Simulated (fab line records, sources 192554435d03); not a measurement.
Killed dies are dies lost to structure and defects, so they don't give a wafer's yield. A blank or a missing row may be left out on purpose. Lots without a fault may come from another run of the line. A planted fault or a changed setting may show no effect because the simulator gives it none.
fab line records | flow n5_finfet
record lots=6 wafers=17 last_day=19
route steps=1938 shown BEOL_M0_SAQP@632 BEOL_M4@1111 PASSIVATION@1936
lots that met no fault: from a run of the same line without faults
start_h: hours from the record's first day to the start of the lot's first wafer shown | wait_h: hours since the lot's step before | " the same as in the row above | L1.1+2: a row that stands for several wafers | - no value, or no start given | * or withheld: withheld | < > ~ a bound
route shown NAME@n: a module of which the file shows steps, and the number in the route of the first | usual: mean/standard deviation of fault-free wafers | same: alike in all rows | chamber/n: place in a boat | sites: the reading at each site | _std_site: their standard deviation | _edge_site: outer sites' mean less inner sites' | radius_mm: how far each site lies from the wafer's centre | mask NAME#n: copy n | behind: the tool/chamber that last shaped the wafer | hold: why the lot was held/for how many hours/how that ended | device: the transistor (n, p or np) that didn't switch | end of line: the same wafers' tests at the end of the route | a step without rows: its recipe alone | killed: dies lost to structure and defects at the first sort, not the wafer's yield | map: a wafer's dies, x killed, . not, _ none there
set.NAME: the setting as run; set.NAME@STEP: as run at that earlier step | model.NAME: the simulator's own value behind a step, which no gauge read
lots at some steps of the route; a table a step, a row a wafer
services: from which hour (start_h, from the record's first day; less than 0 if before it) a tool's chamber was out of use, for how many hours, and why
## steps
# step N5_BEOL_M0_SAQP_PECVD_00
# recipe material=SiCN target_thk_a=80 temp_c=withheld precursor=3MS/NH3 pressure_torr=3 rf_w=202 time_s=14
# step N5_BEOL_M0_SAQP_ILD_DEP_01
# recipe material=SiOC target_thk_a=454.19 temp_c=350 precursor=DEMS/O2 pressure_torr=5 rf_w=500 time_s=8.7
# usual heater_power_w=518/75 showerhead_plenum_p_Torr=5.696/0.017 throttle_valve_pct=12.2/0.6
# columns lot.wafer tool chamber start_h wait_h heater_power_w showerhead_plenum_p_Torr throttle_valve_pct
L503.1 pecvd-01 1 136.05 0.0 559 5.696 12.0
L503.2 " 2 " " 441 5.713 11.8
L503.5 " 0 " " 501 5.660 12.4
L504.1 pecvd-04 2 142.76 0.0 568 5.708 11.6
L504.2 " 0 " " 679 5.675 13.3
L504.6 " 0 " " 675 5.665 13.2
L517.2 pecvd-04 1 239.16 0.0 527 5.715 12.4
L517.3 " 0 " " 572 5.657 13.3
L517.4 " 1 " " 518 5.716 12.4
L515.1 pecvd-02 1 242.23 0.0 513 5.688 12.2
L515.3 " 0 " " 364 5.715 12.6
L515.5 " 2 " " 427 5.683 11.1
L520.2 pecvd-02 2 248.23 0.0 405 5.687 11.4
L520.4 " 2 " " 414 5.686 11.5
L520.5 " 0 " " 411 5.709 12.5
L521.5 pecvd-01 0 256.98 0.0 574 5.671 12.0
L521.6 " 1 " " 567 5.714 12.0
# step N5_BEOL_M0_SAQP_HM_DEP_02
# recipe material=TiN target_thk_a=120 temp_c=25 chamber_pressure_pa=0.49996
# usual throttle_valve_pct=30.3/1.1
# columns lot.wafer tool chamber start_h wait_h throttle_valve_pct
L503.1 pvd_sputter-01 - 136.62 0.6 31.1
L503.2 " - " " 31.3
L503.5 " - " " 31.2
L504.1 pvd_sputter-03 - 143.80 1.0 31.2
L504.2 " - " " 30.5
L504.6 " - " " 29.3
L517.2 pvd_sputter-02 - 239.55 0.4 29.3
L517.3 " - " " 29.0
L517.4 " - " " 29.3
L515.1 pvd_sputter-01 - 243.19 0.9 30.0
L515.3 " - " " 31.0
L515.5 " - " " 29.9
L520.2 pvd_sputter-02 - 248.32 0.1 29.4
L520.4 " - " " 29.3
L520.5 " - " " 29.1
L521.5 pvd_sputter-01 - 257.40 0.4 30.1
L521.6 " - " " 31.2
# step N5_BEOL_M0_SAQP_PECVD_03
# recipe material=SiCN target_thk_a=120 temp_c=withheld precursor=3MS/NH3 pressure_torr=3 rf_w=202 time_s=21.1
# usual showerhead_plenum_p_Torr=3.668/0.013 throttle_valve_pct=9.2/0.46
# columns lot.wafer tool chamber start_h wait_h showerhead_plenum_p_Torr throttle_valve_pct
L503.1 pecvd-01 2 136.74 0.1 3.665 9.0
L503.2 " 0 " " 3.647 9.5
L503.5 " 2 " " 3.674 8.7
L504.1 pecvd-04 2 143.92 0.1 3.673 8.7
L504.2 " 0 " " 3.639 10.0
L504.6 " 2 " " 3.680 8.9
L517.2 pecvd-02 2 239.67 0.1 3.665 8.6
L517.3 " 0 " " 3.675 9.7
L517.4 " 2 " " 3.663 8.8
L515.1 pecvd-04 2 243.31 0.1 3.680 8.9
L515.3 " 1 " " 3.677 9.3
L515.5 " 0 " " 3.642 9.8
L520.2 pecvd-01 2 248.44 0.1 3.674 9.2
L520.4 " 0 " " 3.649 9.2
L520.5 " 2 " " 3.683 8.9
L521.5 pecvd-01 2 257.49 0.0 3.679 8.9
L521.6 " 1 " " 3.677 9.2
# step N5_BEOL_M0_SAQP_PECVD_96
# recipe material=a-Si target_thk_a=450 temp_c=350 precursor=SiH4/He pressure_torr=3 rf_w=100 time_s=45.2
# step N5_BEOL_M0_SAQP_PECVD_97
# recipe material=SiNx target_thk_a=230 temp_c=350 precursor=SiH4/NH3/N2 pressure_torr=1.5 rf_w=300 time_s=19.9
# usual heater_power_w=581/78 showerhead_plenum_p_Torr=5.15/0.068 throttle_valve_pct=40.5/1.9
# columns lot.wafer tool chamber start_h wait_h heater_power_w showerhead_plenum_p_Torr throttle_valve_pct
L503.1 pecvd-01 2 136.82 0.0 466 5.21 39.0
L503.2 " 0 " " 570 5.04 40.9
L503.5 " 2 " " 454 5.21 39.1
L504.1 pecvd-04 2 144.00 0.0 579 5.18 38.8
L504.2 " 0 " " 743 5.00 44.5
L504.6 " 2 " " 584 5.18 38.5
L517.2 pecvd-02 2 239.74 0.0 479 5.13 37.6
L517.3 " 0 " " 513 5.20 42.3
L517.4 " 2 " " 467 5.14 37.7
L515.1 pecvd-04 2 243.38 0.0 610 5.20 38.8
L515.3 " 1 " " 657 5.22 41.9
L515.5 " 0 " " 723 5.00 44.5
L520.2 pecvd-01 2 248.56 0.0 505 5.20 39.7
L520.4 " 0 " " 650 5.06 41.0
L520.5 " 2 " " 496 5.20 39.8
L521.5 pecvd-01 2 257.57 0.0 513 5.21 39.8
L521.6 " 1 " " 655 5.19 39.7
# step N5_BEOL_M0_SAQP_PECVD_04
# recipe material=a-Si target_thk_a=600 temp_c=350 precursor=SiH4/He pressure_torr=3 rf_w=100 time_s=60.2
# usual heater_power_w=646/79 showerhead_plenum_p_Torr=5.68/0.051 throttle_valve_pct=18.4/0.88
# columns lot.wafer tool chamber start_h wait_h heater_power_w showerhead_plenum_p_Torr throttle_valve_pct
L503.1 pecvd-01 2 136.86 0.0 588 5.72 17.7
L503.2 " 0 " " 675 5.62 18.7
L503.5 " 2 " " 599 5.72 17.8
L504.1 pecvd-04 2 144.04 0.0 613 5.71 17.6
L504.2 " 0 " " 768 5.57 20.4
L504.6 " 2 " " 627 5.71 17.5
L517.2 pecvd-02 2 239.78 0.0 535 5.66 17.4
L517.3 " 0 " " 581 5.68 19.3
L517.4 " 2 " " 523 5.67 17.3
L515.1 pecvd-04 2 243.42 0.0 605 5.70 18.2
L515.3 " 1 " " 604 5.73 19.1
L515.5 " 0 " " 787 5.56 20.2
L520.2 pecvd-01 2 248.62 0.0 568 5.71 17.9
L520.4 " 0 " " 691 5.61 18.9
L520.5 " 2 " " 568 5.71 18.0
L521.5 pecvd-01 2 257.62 0.0 575 5.70 18.2
L521.6 " 1 " " 644 5.72 18.1
# step N5_BEOL_M0_SAQP_THK_MEAS_05
# usual thk_nm=59.7/0.83
# columns lot.wafer tool chamber start_h wait_h thk_nm
L503.1 film_metro-01 - 136.95 0.1 59.6
L503.2 " - " " 60.2
L503.5 " - " " 60.7
L504.1 film_metro-01 - 144.13 0.1 60.1
L504.2 " - " " 59.9
L504.6 " - " " 61.6
L517.2 film_metro-01 - 239.88 0.1 59.0
L517.3 " - " " 59.0
L517.4 " - " " 61.0
L515.1 film_metro-02 - 243.52 0.1 59.7
L515.3 " - " " 59.6
L515.5 " - " " 60.4
L520.2 film_metro-01 - 248.74 0.1 59.2
L520.4 " - " " 60.6
L520.5 " - " " 59.3
L521.5 film_metro-02 - 257.69 0.0 60.4
L521.6 " - " " 60.1
# step N5_BEOL_M0_SAQP_HM_DEP_111
# recipe material=SiO2 target_thk_a=120 temp_c=400 precursor=SiH4/N2O pressure_torr=0.75 rf_w=275 time_s=7.2
# step N5_BEOL_M0_SAQP_COAT_81
# recipe resist=SOC temp_c=250 time_s=60 spin_rpm=1500 resist_thk_nm=100
# step N5_BEOL_M0_SAQP_COAT_82
# recipe resist=SiARC temp_c=220 time_s=60 spin_rpm=1500 resist_thk_nm=30
# step N5_BEOL_M0_SAQP_COAT_08
# recipe resist=CAR-ArF spin_rpm=1500 resist_thk_nm=90
# usual resist_line_temp_C=23.02/0.11 spin_speed_rpm=1499.8/1
# columns lot.wafer tool chamber start_h wait_h resist_line_temp_C spin_speed_rpm model.CAR-ArF_of_BEOL_M0_SAQP_COAT_08.thk_nm
L503.1 litho_track-03 0 137.07 - 23.03 1499.6 89.8
L503.2 " 0 " " 22.98 1500.1 90
L503.5 " 0 " " 23.09 1499.7 89.8
L504.1 litho_track-03 0 144.25 - 22.98 1500.9 89.8
L504.2 " 0 " " 23.02 1501.8 89.8
L504.6 " 0 " " 23.01 1501.9 89.8
L517.2 litho_track-03 0 240.00 - 23.01 1202.5 101
L517.3 " 0 " " 23.00 1203.2 100.6
L517.4 " 0 " " 23.14 1205.4 101
L515.1 litho_track-03 0 243.64 - 22.73 1204.3 100.4
L515.3 " 0 " " 22.82 1203.9 100.2
L515.5 " 0 " " 22.79 1203.9 100.4
L520.2 litho_track-05 0 248.89 - 22.97 1499.5 90
L520.4 " 0 " " 23.00 1501.2 89.8
L520.5 " 0 " " 22.97 1501.7 89.6
L521.5 litho_track-05 0 257.81 - 23.08 1500.4 89.6
L521.6 " 0 " " 23.19 1500.7 89.6
# step N5_BEOL_M0_SAQP_EBR_10
# recipe solvent=PGMEA ebr_width_mm=1.5
# step N5_BEOL_M0_SAQP_SOFTBAKE_09
# recipe temp_c=110 time_s=60 resist=CAR-ArF
# step N5_BEOL_M0_SAQP_EXPOSE_11
# recipe mask_id=M0_CORE na=1.35 source_shape=dipole sigma_inner=0.538 sigma_outer=0.738 polarization=te target_cd_nm=42 dose_mj=55
# step N5_BEOL_M0_SAQP_PEB_12
# recipe peb_temp_c=withheld peb_time_s=60 resist=CAR-ArF
# step N5_BEOL_M0_SAQP_DEVELOP_13
# recipe develop_time_s=30 developer=TMAH resist=CAR-ArF dev_temp_c=23 rinse_liquid=diw dry=air_spin
# step N5_BEOL_M0_SAQP_CD_MEAS_14
# recipe target_cd_nm=42.5 landing_energy_ev=500 detector=se_inlens
# usual cd_nm=42.3/0.31
# columns lot.wafer tool chamber start_h wait_h cd_nm
L503.1 cd_sem-02 0 137.44 - 42.4
L503.2 " 0 " " 41.8
L503.5 " 0 " " 42.3
L504.1 cd_sem-02 0 144.61 - 42.2
L504.2 " 0 " " 43.0
L504.6 " 0 " " 42.0
L517.2 cd_sem-01 0 240.36 - 42.7
L517.3 " 0 " " 42.7
L517.4 " 0 " " 42.7
L515.1 cd_sem-02 0 244.00 - 42.9
L515.3 " 0 " " 42.5
L515.5 " 0 " " 42.8
L520.2 cd_sem-02 0 249.25 - 42.6
L520.4 " 0 " " 42.6
L520.5 " 0 " " 42.0
L521.5 cd_sem-01 0 258.05 - 42.2
L521.6 " 0 " " 42.5
# step N5_BEOL_M0_SAQP_OVL_MEAS_15
# recipe points_per_wafer=44
# usual M0_CORE_OVL=0.3/0.98
# columns lot.wafer tool chamber start_h wait_h M0_CORE_OVL[nm]
L503.1 overlay-02 0 137.47 0.0 1.7
L503.2 " 0 " " 0.2
L503.5 " 0 " " 1.9
L504.1 overlay-02 0 144.65 0.0 -0.3
L504.2 " 0 " " -1.2
L504.6 " 0 " " -1.3
L517.2 overlay-02 0 240.39 0.0 -0.2
L517.3 " 0 " " -0.6
L517.4 " 0 " " -0.4
L515.1 overlay-01 0 244.03 0.0 1.5
L515.3 " 0 " " 0.7
L515.5 " 0 " " 0.7
L520.2 overlay-02 0 249.28 0.0 1.8
L520.4 " 0 " " 2.0
L520.5 " 0 " " 0.2
L521.5 overlay-01 0 258.08 0.0 -0.8
L521.6 " 0 " " 0.6
# step N5_BEOL_M0_SAQP_INSPECT_16
# recipe mode=adi inspect_instrument=brightfield
# usual raw_defect_count=516/130
# columns lot.wafer tool chamber start_h wait_h raw_defect_count
L503.1 defect_inspect-02 - 137.49 0.0 364
L503.2 " - " " 512
L503.5 " - " " 450
L504.1 defect_inspect-02 - 144.67 0.0 529
L504.2 " - " " 583
L504.6 " - " " 515
L517.2 defect_inspect-01 - 240.42 0.0 395
L517.3 " - " " 616
L517.4 " - " " 520
L515.1 defect_inspect-01 - 244.05 0.0 327
L515.3 " - " " 695
L515.5 " - " " 466
L520.2 defect_inspect-02 - 249.30 0.0 783
L520.4 " - " " 570
L520.5 " - " " 512
L521.5 defect_inspect-01 - 258.10 0.0 400
L521.6 " - " " 839
# step N5_BEOL_M0_SAQP_DESCUM_19
# recipe chemistry=O2 time_s=7.9 source_power_w=50 bias_power_w=20 pressure_mtorr=20 rf_frequency_hz=2.712e+07 temp_c=40 resist=CAR-ArF o2_flow_sccm=225
# step N5_BEOL_M0_SAQP_ETCH_83
# recipe chemistry=CF4 target=SiARC target_depth_a=390 mask_material=CAR-ArF time_s=65 ion_energy_ev=80 pressure_mtorr=40 source_w=545 bias_w=36 Ar_flow_sccm=100 cf4_flow_sccm=100 ends=cleared
# usual drypump_motor_current_A=5.8/0.49 etch_rf_on_time_s=64.5/1.6 oes_product_au=0.69/0.086 rf_vpp_V=184.0/1.2 showerhead_plenum_p_Torr=2.13/0.068 throttle_valve_pct=15.5/0.31
# columns lot.wafer tool chamber start_h wait_h drypump_motor_current_A etch_rf_on_time_s oes_product_au rf_hours_counter_h rf_vpp_V showerhead_plenum_p_Torr throttle_valve_pct model.CAR-ArF_of_BEOL_M0_SAQP_COAT_08.thk_nm
L503.1 rie_diel-02 2 137.56 0.0 6.4 68.3 0.58 245 183.0 2.11 16.0 55.2
L503.2 " 3 " " 6.2 66.4 0.59 208 182.4 2.05 15.7 55.4
L503.5 " 1 " " 5.2 66.1 0.60 - 181.8 2.05 15.9 55.2
L504.1 rie_diel-02 0 144.74 0.0 5.6 62.5 0.83 6 182.8 2.10 15.3 55.2
L504.2 " 1 " " 5.2 65.7 0.60 207 182.9 2.05 15.9 55.4
L504.6 " 2 " " 6.5 67.7 0.58 - 184.6 2.11 16.0 55.4
L517.2 rie_diel-01 2 240.96 0.0 5.7 65.8 0.70 61 185.6 2.17 15.5 66.4
L517.3 " 0 " " 6.4 64.9 0.69 124 184.7 2.15 15.4 66.2
L517.4 " 3 " " 5.3 63.9 0.79 15 184.2 2.11 15.2 66.4
L515.1 rie_diel-01 3 244.29 0.0 5.4 63.2 0.79 17 184.7 2.11 15.2 66
L515.3 " 1 " " 5.8 61.7 0.76 56 184.9 2.26 15.1 65.6
L515.5 " 1 " " 5.8 61.5 0.76 - 185.9 2.26 15.1 65.8
L520.2 rie_diel-02 1 249.58 0.0 5.2 65.3 0.58 235 183.0 2.04 16.0 55.8
L520.4 " 2 " " 6.4 63.5 0.80 17 183.7 2.10 15.6 55.6
L520.5 " 0 " " 5.6 62.6 0.76 - 184.2 2.09 15.3 55.2
L521.5 rie_diel-02 1 258.19 0.0 5.2 65.7 0.58 - 184.1 2.04 16.0 55.2
L521.6 " 2 " " 6.4 63.9 0.79 - 183.1 2.10 15.6 55.4
# step N5_BEOL_M0_SAQP_ETCH_84
# recipe chemistry=N2/H2 target=SOC target_depth_a=1000 overetch_a=200 mask_material=SiARC temp_c=40 time_s=150 ion_energy_ev=200 pressure_mtorr=30 source_w=840 bias_w=150 n2_flow_sccm=200 h2_flow_sccm=200
# step N5_BEOL_M4_RC_MEAS_101
# usual DIBL_N=37.2/2.1 DIBL_P=37.3/2.3 IOFF_N=0.18/0.041 IOFF_P=0.24/0.042 ION_N=680/13 ION_P=466/7.7 SS_N=71.8/0.68 SS_P=73.5/0.66 VT_N=249/3.6 VT_P=-248/3.4
# columns lot.wafer tool chamber start_h wait_h DIBL_N[mV/V] DIBL_P[mV/V] IOFF_N[nA/um] IOFF_P[nA/um] ION_N[uA/um] ION_P[uA/um] SS_N[mV/dec] SS_P[mV/dec] VT_N[mV] VT_P[mV]
L503.1 prober-02 0 204.82 0.0 38.8 39.1 0.24 0.31 688 481 72.7 74.5 241 -241
L503.2 " 0 " " 36.3 36.9 0.18 0.26 681 472 71.4 73.7 246 -245
L503.5 " 0 " " 36.4 35.6 0.18 0.24 674 469 72.4 73.9 248 -246
L504.1 prober-02 0 209.74 0.0 36.1 36.5 0.16 0.23 678 471 71.5 74.3 248 -249
L504.2 " 0 " " 36.8 37.5 0.18 0.24 685 473 72.6 73.9 249 -247
L504.6 " 0 " " 32.6 32.1 0.10 0.16 655 458 70.3 73.3 258 -253
L515.1 prober-01 0 305.27 0.0 37.9 39.1 0.20 0.27 687 473 72.3 73.9 249 -246
L515.3 " 0 " " 35.1 35.8 0.14 0.22 650 460 70.6 73.3 251 -247
L515.5 " 0 " " 36.0 36.8 0.16 0.23 673 468 71.4 73.3 250 -248
L517.2 prober-01 0 308.52 0.6 38.6 38.9 0.16 0.22 668 455 71.4 73.9 253 -252
L517.3 " 0 " " 38.2 38.7 0.16 0.23 661 453 72.4 73.8 252 -253
L517.4 " 0 " " 35.9 35.5 0.12 0.19 665 464 71.0 72.7 252 -254
L520.2 prober-01 0 332.52 0.2 35.1 36.0 0.14 0.21 669 468 71.3 73.0 255 -251
L520.4 " 0 " " 35.4 37.4 0.15 0.25 672 469 71.0 72.8 251 -246
L520.5 " 0 " " 34.0 35.7 0.14 0.21 669 464 70.7 72.6 254 -249
L521.5 prober-02 0 336.51 0.6 39.7 40.4 0.25 0.33 698 472 72.4 74.7 246 -243
L521.6 " 0 " " 39.6 39.7 0.24 0.31 690 468 72.3 74.9 247 -244
# step N5_PASSIVATION_PROBE_49
# usual defect_limited_yield=91.0/1.6 killed_at_M0_to_M3=35/11 killed_at_M4_up=14/5.3 killed_at_contacts=13/6.7 killed_at_front_end=41/12 killed_at_other=3.9/2.7 killed_dies=106/19 killed_open=70/14 killed_short=35/8.8 sort_bin_5_function=5.3/1 sort_bin_6_memory=3.3/0.81 sort_n_pass=1073/19 sort_yield_pct=91.0/1.6
# same gross_dies=1180 killed_at_back_side=0 sort_bin_4_leakage[%]=0 sort_bin_8_speed[%]=0
# columns lot.wafer tool chamber start_h wait_h defect_limited_yield[%] killed_at_M0_to_M3 killed_at_M4_up killed_at_contacts killed_at_front_end killed_at_other killed_dies killed_open killed_short sort_bin_5_function[%] sort_bin_6_memory[%] sort_n_pass sort_yield_pct[%]
L503.1 prober-02 - 319.65 0.0 91.4 50 9 15 27 1 102 65 33 5.4 3.1 1078 91.4
L503.2 prober-02 - 319.70 0.1 91.9 52 12 9 21 1 95 60 34 5.3 2.5 1085 91.9
L503.5 prober-02 - 319.85 0.2 92.6 25 10 11 38 3 87 55 26 3.4 2.9 1093 92.6
L515.1 prober-02 - 408.95 0.0 88.2 29 30 20 54 6 139 102 34 6.7 4.5 1041 88.2
L515.3 prober-02 - 409.05 0.1 87.4 35 11 25 72 6 149 87 51 7.3 4.1 1031 87.4
L515.5 prober-02 - 409.15 0.2 87.8 27 13 17 83 4 144 102 42 6.9 4.7 1036 87.8
L517.2 prober-01 - 422.83 0.1 88.8 59 9 16 46 2 132 96 35 5.6 5.2 1048 88.8
L517.3 prober-01 - 422.88 0.1 89.8 40 8 14 57 1 120 66 41 5.4 3.6 1060 89.8
L517.4 prober-01 - 422.93 0.2 90.1 40 8 16 52 1 117 81 35 5.9 3.6 1063 90.1
L520.2 prober-01 - 450.06 0.1 88.1 43 16 23 57 1 140 96 42 6.7 4.7 1040 88.1
L520.4 prober-01 - 450.16 0.2 92.5 25 4 16 42 1 88 54 34 4.7 2.5 1092 92.5
L520.5 prober-01 - 450.21 0.2 89.8 42 13 7 54 4 120 73 45 6.3 3.1 1060 89.8
L521.5 prober-01 - 450.51 0.5 92.7 36 7 14 29 0 86 59 27 4.4 2.9 1094 92.7
L521.6 prober-01 - 450.56 0.6 91.4 22 9 10 59 2 102 64 38 5.3 3.0 1078 91.4
# killed by level:class
L503.1 BEOL_M3:geometric_particle:open=16 MOL_CONTACT_COAG:geometric_particle:open=12 BEOL_M0_SAQP:geometric_particle:short=8 FIN_SAQP:geometric_particle:open=7 BEOL_M1:geometric_particle:open=7 FIN_SAQP:geometric_particle:short=5 BEOL_M0_SAQP:geometric_particle:open=5 BEOL_M2:geometric_particle:open=4
L503.2 BEOL_M1:geometric_particle:short=12 BEOL_M0_SAQP:geometric_particle:open=8 BEOL_M3:geometric_particle:open=8 MOL_CONTACT_COAG:geometric_particle:open=7 BEOL_M0:geometric_particle:open=7 FIN_SAQP:geometric_particle:open=5 BEOL_M2:geometric_particle:open=5 FIN_SAQP:geometric_particle:short=4
L503.5 MOL_CONTACT_COAG:geometric_particle:open=10 BEOL_M1:geometric_particle:open=9 FIN_SAQP:geometric_particle:open=8 BEOL_M0_SAQP:geometric_particle:short=6 BEOL_M4:geometric_particle:open=5 HKMG_FIN:area_etch=5 STI_FIN_REVEAL:geometric_particle:open=4 FIN_SAQP:geometric_particle:short=3
L515.1 BEOL_M4:geometric_particle:open=19 MOL_CONTACT_COAG:geometric_particle:open=17 STI_FIN_REVEAL:geometric_particle:open=12 BEOL_M0_SAQP:geometric_particle:open=12 FIN_SAQP:geometric_particle:short=11 DUMMY_GATE:geometric_particle:open=10 FIN_SAQP:geometric_particle:open=8 STI_FIN_REVEAL:geometric_particle:short=7
L515.3 FIN_SAQP:geometric_particle:short=19 MOL_CONTACT_COAG:geometric_particle:open=19 BEOL_M0_SAQP:geometric_particle:open=13 DUMMY_GATE:geometric_particle:open=11 STI_FIN_REVEAL:geometric_particle:open=11 BEOL_M0_SAQP:geometric_particle:short=11 HKMG_FIN:area_etch=10 FIN_SAQP:geometric_particle:open=6
L515.5 STI_FIN_REVEAL:geometric_particle:open=37 FIN_SAQP:geometric_particle:short=14 MOL_CONTACT_COAG:geometric_particle:open=14 FIN_SAQP:geometric_particle:open=11 BEOL_M3:geometric_particle:open=8 BEOL_M0_SAQP:geometric_particle:short=6 DUMMY_GATE:geometric_particle:open=5 BEOL_M4:geometric_particle:open=4
L517.2 STI_FIN_REVEAL:geometric_particle:open=21 BEOL_M0_SAQP:geometric_particle:open=19 BEOL_M2:geometric_particle:open=15 MOL_CONTACT_COAG:geometric_particle:open=13 BEOL_M0_SAQP:geometric_particle:short=13 BEOL_M1:geometric_particle:open=8 STI_FIN_REVEAL:geometric_particle:short=6 GATE_CUT:geometric_particle:open=5
L517.3 STI_FIN_REVEAL:geometric_particle:open=11 MOL_CONTACT_COAG:geometric_particle:open=11 BEOL_M0_SAQP:geometric_particle:short=10 HKMG_FIN:area_etch=10 FIN_SAQP:geometric_particle:open=9 BEOL_M0_SAQP:geometric_particle:open=9 GATE_CUT:geometric_particle:short=8 BEOL_M3:geometric_particle:open=6
L517.4 STI_FIN_REVEAL:geometric_particle:open=22 MOL_CONTACT_COAG:geometric_particle:open=14 BEOL_M0_SAQP:geometric_particle:short=10 BEOL_M0_SAQP:geometric_particle:open=9 FIN_SAQP:geometric_particle:open=7 GATE_CUT:geometric_particle:short=7 BEOL_M2:geometric_particle:open=7 BEOL_M1:geometric_particle:open=5
L520.2 STI_FIN_REVEAL:geometric_particle:open=23 MOL_CONTACT_COAG:geometric_particle:open=18 BEOL_M0_SAQP:geometric_particle:short=14 BEOL_M0_SAQP:geometric_particle:open=12 STARTING-WAFER:geometric_particle:open=8 BEOL_M4:geometric_particle:open=7 BEOL_M2:geometric_particle:open=7 FIN_SAQP:geometric_particle:open=5
L520.4 MOL_CONTACT_COAG:geometric_particle:open=14 STI_FIN_REVEAL:geometric_particle:open=9 FIN_SAQP:geometric_particle:open=7 FIN_SAQP:geometric_particle:short=7 BEOL_M0_SAQP:geometric_particle:short=7 BEOL_M0_SAQP:geometric_particle:open=5 BEOL_M1:geometric_particle:short=4 DUMMY_GATE:geometric_particle:open=4
L520.5 STI_FIN_REVEAL:geometric_particle:open=16 BEOL_M0_SAQP:geometric_particle:short=13 BEOL_M0_SAQP:geometric_particle:open=13 FIN_SAQP:geometric_particle:short=10 GATE_CUT:geometric_particle:short=8 BEOL_M2:geometric_particle:open=7 MOL_CONTACT_COAG:geometric_particle:open=6 FIN_SAQP:geometric_particle:open=5
L521.5 MOL_CONTACT_COAG:geometric_particle:open=13 BEOL_M1:geometric_particle:open=12 BEOL_M0_SAQP:geometric_particle:open=9 FIN_SAQP:geometric_particle:short=7 FIN_SAQP:geometric_particle:open=4 STI_FIN_REVEAL:geometric_particle:open=4 BEOL_M3:geometric_particle:open=4 BEOL_M3:geometric_particle:short=4
L521.6 FIN_SAQP:geometric_particle:open=17 MOL_CONTACT_COAG:geometric_particle:open=8 DUMMY_GATE:geometric_particle:open=7 GATE_CUT:geometric_particle:short=7 STI_FIN_REVEAL:geometric_particle:open=5 DUMMY_GATE:geometric_particle:short=4 BEOL_M0_SAQP:geometric_particle:short=4 STARTING-WAFER:geometric_particle:open=4
## services
# columns tool chamber start_h hours kind
pecvd-02 - 127.83 1.1 repair
rie_diel-02 2 152.47 - clean
rie_diel-02 2 152.47 - consumable_replace:focus_ring
rie_diel-02 2 152.47 24.3 scheduled_down
rie_diel-02 2 152.47 24.3 vent_cycle
pecvd-02 - 157.55 0.9 repair
pecvd-04 0 158.87 5.5 scheduled_down
litho_track-05 - 162.81 - consumable_replace:filter
rie_diel-01 3 172.28 - clean
rie_diel-01 3 172.28 - consumable_replace:focus_ring
rie_diel-01 3 172.28 17.3 scheduled_down
rie_diel-01 3 172.28 17.3 vent_cycle
rie_diel-02 - 186.52 0.8 repair
pvd_sputter-02 - 189.66 6.6 repair
litho_track-05 - 215.74 - consumable_replace:filter
rie_diel-01 3 216.72 5.4 repair
pecvd-04 2 221.37 2.1 scheduled_down
pecvd-01 1 223.94 2.1 scheduled_down
rie_diel-02 - 226.79 14.6 pm
pecvd-01 1 231.76 22.7 repair
## key
first_sign step=N5_BEOL_M0_SAQP_COAT_08 reading=spin_speed_rpm direction=down sigmas=99+ usual=* struck=*
effect none on later readings
model_effect step=N5_BEOL_M0_SAQP_COAT_08 value=CAR-ArF_of_BEOL_M0_SAQP_COAT_08.thk_nm without=90.13 struck=100.6
model_effect step=N5_BEOL_M0_SAQP_ETCH_83 value=CAR-ArF_of_BEOL_M0_SAQP_COAT_08.thk_nm without=55.67 struck=66.07
met_at N5_BEOL_M0_SAQP_COAT_08
struck_wafers L515.1,L515.3,L515.5,L517.2,L517.3,L517.4
baseline_loss step=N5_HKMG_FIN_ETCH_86 wafers=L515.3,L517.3
onset_between 144.25 240.00
fault kind=process_parameter_drift tool=litho_track-03 chamber=- onset_h=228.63 steps=N5_BEOL_M0_SAQP_COAT_08 channel=spin_rpm offset=* shape=step end_h=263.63 acts_in=* stated=*
# baseline_loss: these wafers lose ten dies or more at that step, a loss of the line's own and not of a fault; the sort's usual values leave them out
